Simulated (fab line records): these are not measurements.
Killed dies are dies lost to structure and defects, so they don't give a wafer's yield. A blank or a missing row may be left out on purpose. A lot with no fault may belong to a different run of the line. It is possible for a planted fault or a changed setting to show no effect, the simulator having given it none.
A struck lot beside a sound one	flow n5-finfet	17 out of 1938 route steps
Sound: wafers L356.1, L356.2, L356.6. The struck wafers were L365.2, L365.3, L365.5. The cause comes at the end.
Per side, at each step with rows, come the tool, then ch with its chambers, and then its first start. Under that, the readings that differ: sound wafers	struck wafers	difference of the means	sigmas: that difference in standard deviations of wafers without a fault.
alike: words and numbers the same on both sides, and readings whose means are apart by under 2 such deviations; not compared: readings that were withheld, readings missing a value for some wafer, numbers with overlapping values and no deviation given by the record, and bounds like >300 which may hide the same value.
The two part at a step that has a row with sigmas, a row that says differs or no value, or rows on one side only. Non-overlapping numbers with no deviation appear without sigmas and do not part them. A reading missing from all wafers of one side parts the sides only when that side holds two or more wafers.

N5_FIN_SAQP_INSPECT_18: inspects for defects (brightfield).
  sound on defect-inspect-02, day 3 10:40; struck on defect-inspect-01, day 5 15:28
  alike: raw-defect-count
then, 2 steps without rows for these wafers: N5_FIN_SAQP_DESCUM_21 (chemistry O2, time 7.9 s); N5_FIN_SAQP_ETCH_51 (etches SiARC in CF4, target depth 45.5 nm, time 75.8 s).
N5_FIN_SAQP_ETCH_52: etches SOC in N2/H2, target depth 100 nm, overetch 20 nm, time 150 s.
  sound on rie-diel-06 ch 0,1,3, day 3 10:48; struck on rie-diel-06 ch 0,2,3, day 5 16:03
  alike: drypump-motor-current-A, oes-product-au, rf-vpp-V, showerhead-plenum-p-Torr, throttle-valve-pct
  not compared: rf-hours-counter-h
then, 1 step without rows for these wafers: N5_FIN_SAQP_STRIP_53 (strips in N2/H2).
N5_FIN_SAQP_HM_OPEN_73: chemistry CHF3/O2, target SiO2, stops on a-Si, target depth 12 nm, time 16.8 s.
  sound on rie-diel-06 ch 0,1,3, day 3 10:55; struck on rie-diel-06 ch 0,2,3, day 5 16:09
  alike: drypump-motor-current-A, oes_ar_750_au, oes-product-au, rf-vpp-V, showerhead-plenum-p-Torr, throttle-valve-pct
  not compared: rf-hours-counter-h
then, 5 steps without rows for these wafers: N5_FIN_SAQP_STRIP_74 (strips in CHF3/O2); N5_FIN_SAQP_MANDREL_ETCH_22 (etches a-Si in HBr/Cl2, stops on SiNx, target depth 60 nm, bt time 10 s, time 30 s); N5_FIN_SAQP_STRIP_55 (strips in N2/H2); N5_FIN_SAQP_STRIP_23 (strips in SPM, time 750 s); N5_FIN_SAQP_SRD_66 (time 30 s).
N5_FIN_SAQP_RECESS_75: chemistry HF/NH3, target SiO2, target depth 14.4 nm, afs cycles 3, sublimation time 60 s.
  sound on vapor-etch-01 ch 0,1, day 3 11:35; struck on vapor-etch-01 ch 0,1, day 5 16:40
  alike: drypump-motor-current-A
N5_FIN_SAQP_SPACER1_ALD_24: deposits SiO2, target thk 20.3 nm, pulse time 1 s, purge time 2 s.
  sound on ald-sin-01 ch 0,1,3, day 3 12:05; struck on ald-sin-01 ch 0,1,3, day 5 17:03
reading	sound	struck	difference	sigmas
ald-cycles	218 218 218	169 169 169	-49	
model.SiO2_of_FIN_SAQP_SPACER1_ALD_24.thk-nm (nm)	20.4 20.4 20.2	15.8 15.8 15.6	-4.6	
  alike: heater-power-w, precursor-pulse-height-rel
N5_FIN_SAQP_SPACER1_ETCHBACK_25: etches SiO2 in CHF3/O2, target depth 24.4 nm, time 12.2 s.
  sound on rie-diel-05 ch 2,3, day 3 12:49; struck on rie-diel-04 ch 1,2,3, day 5 17:46
  alike: drypump-motor-current-A, oes_ar_750_au, oes-product-au, rf-vpp-V, showerhead-plenum-p-Torr, throttle-valve-pct
  not compared: rf-hours-counter-h
N5_FIN_SAQP_MANDREL1_REMOVE_56: chemistry HBr/Cl2/O2, target a-Si, stops on SiNx, bt time 10 s.
  sound on rie-si-02 ch 0,3, day 3 12:54; struck on rie-si-02 ch 0,2, day 5 17:51
reading	sound	struck	difference	sigmas
model.FIN_SAQP.cd-nm (nm)	20.4 20.4 20.2	15.8 16 15.6	-4.5	
  alike: HBr_flow_sccm, drypump-motor-current-A, oes-product-au, throttle-valve-pct
  not compared: rf-hours-counter-h
N5_FIN_SAQP_CD_MEAS_27: target cd 20 nm.
  sound on cd-sem-03 ch 0, day 3 13:01; struck on cd-sem-02 ch 0, day 5 17:58
reading	sound	struck	difference	sigmas
cd-nm (nm)	20.37 20.54 19.89	16.02 15.69 15.30	-4.60	-18
N5_FIN_SAQP_ETCH_57: etches SiNx in CH3F/O2, target depth 32.5 nm, time 46.4 s.
  sound on rie-diel-06 ch 1,3, day 3 13:04; struck on rie-diel-04 ch 0,2, day 5 18:01
  alike: drypump-motor-current-A, etch-rf-on-time-s, oes_ar_750_au, oes-product-au, rf-vpp-V, showerhead-plenum-p-Torr, throttle-valve-pct
  not compared: rf-hours-counter-h

== WHERE THEY PART ==
Only at N5_FIN_SAQP_CD_MEAS_27, within this record. Later steps at which nothing parts them and some readings are alike: N5_FIN_SAQP_ETCH_57.

WHY: whatever the simulator had introduced
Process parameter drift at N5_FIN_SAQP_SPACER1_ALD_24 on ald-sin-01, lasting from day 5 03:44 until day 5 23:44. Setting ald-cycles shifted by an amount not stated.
